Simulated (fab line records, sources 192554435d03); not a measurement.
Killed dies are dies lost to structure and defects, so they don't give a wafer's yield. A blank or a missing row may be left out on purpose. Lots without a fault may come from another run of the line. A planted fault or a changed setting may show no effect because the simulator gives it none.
Split-lot experiment | flow n5_finfet | 7 lots, 21 wafers read, on a route of 1938 steps

THE SPLIT
At N5_BEOL_M0_SAQP_ETCH_88 (etches underlayer in N2/H2, target depth 6.5 nm, time 5.2 s), the setting source_w was moved away from the recipe's 840 W on 3 of the 21 wafers read, by -13.3% to +4.7%. The other wafers ran this setting at the recipe's value.

The reading is taken at the split's own step.

THE READING
rf_vpp_V, in V, at N5_BEOL_M0_SAQP_ETCH_88 (etches underlayer in N2/H2, target depth 6.5 nm, time 5.2 s). Fault-free wafers of this fab line usually give 524.1 V, standard deviation 2.9 V.

wafer  | tool, chamber at the split | source_w as run, W | against the recipe | rf_vpp_V, V | against lot-mates on the recipe
L078.3 | rie_diel-06, 2             | 840                | recipe             | 523.9       | -
L078.4 | rie_diel-06, 3             | 840                | recipe             | 524.2       | -
L078.6 | rie_diel-06, 2             | 840                | recipe             | 524.8       | -
L080.1 | rie_diel-01, 1             | 840                | recipe             | 528.9       | -
L080.5 | rie_diel-01, 2             | 840                | recipe             | 523.9       | -
L080.6 | rie_diel-01, 1             | 840                | recipe             | 525.1       | -
L085.1 | rie_diel-01, 1             | 840                | recipe             | 527.0       | -
L085.4 | rie_diel-01, 2             | 840                | recipe             | 520.9       | -
L085.5 | rie_diel-01, 0             | 840                | recipe             | 528.7       | -
L086.3 | rie_diel-01, 2             | 728.6              | -13.3%             | 547.6       | +23.6
L086.5 | rie_diel-01, 1             | 840                | recipe             | 527.6       | -
L086.6 | rie_diel-01, 2             | 840                | recipe             | 520.4       | -
L091.2 | rie_diel-05, 2             | 840                | recipe             | 525.7       | -
L091.3 | rie_diel-05, 1             | 840                | recipe             | 520.7       | -
L091.5 | rie_diel-05, 3             | 840                | recipe             | 526.5       | -
L094.3 | rie_diel-05, 1             | 840                | recipe             | 521.1       | -
L094.5 | rie_diel-05, 1             | 879.9              | +4.7%              | 512.7       | -7.8
L094.6 | rie_diel-05, 0             | 840                | recipe             | 520.0       | -
L095.3 | rie_diel-06, 2             | 840                | recipe             | 524.1       | -
L095.4 | rie_diel-06, 3             | 751.1              | -10.6%             | 543.4       | +20.2
L095.6 | rie_diel-06, 2             | 840                | recipe             | 522.2       | -

THE FIT
A straight line over all 21 wafers: rf_vpp_V changes by -1.84 V for each +1% of source_w; r = -0.93; the points scatter about the line by 2.8 V.
The same after taking each lot's own level away (the mean of its wafers on the recipe; 21 wafers): -1.81 V for each +1%; r = -0.95; scatter 2.3 V.
On that fit, the largest move of source_w shifts the reading by 24 V.
The lots' own levels span 520.55 to 525.97 V, that is 1.9 times the standard deviation above.
So the lot-to-lot level changes the slope little: the two slopes agree.
Check: with one of the wafers moved furthest among these (-13.3%) left out of the fit, the line predicts +24.8 V for it against its lot-mates. It came out at +23.6 V against them.
Tool readings at the split's step, against how far the setting was moved: rf_vpp_V r = -0.93.

THE FILE'S OWN FIT
rf_vpp_V changes by -1.82 V for each +1% of source_w, r = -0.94.
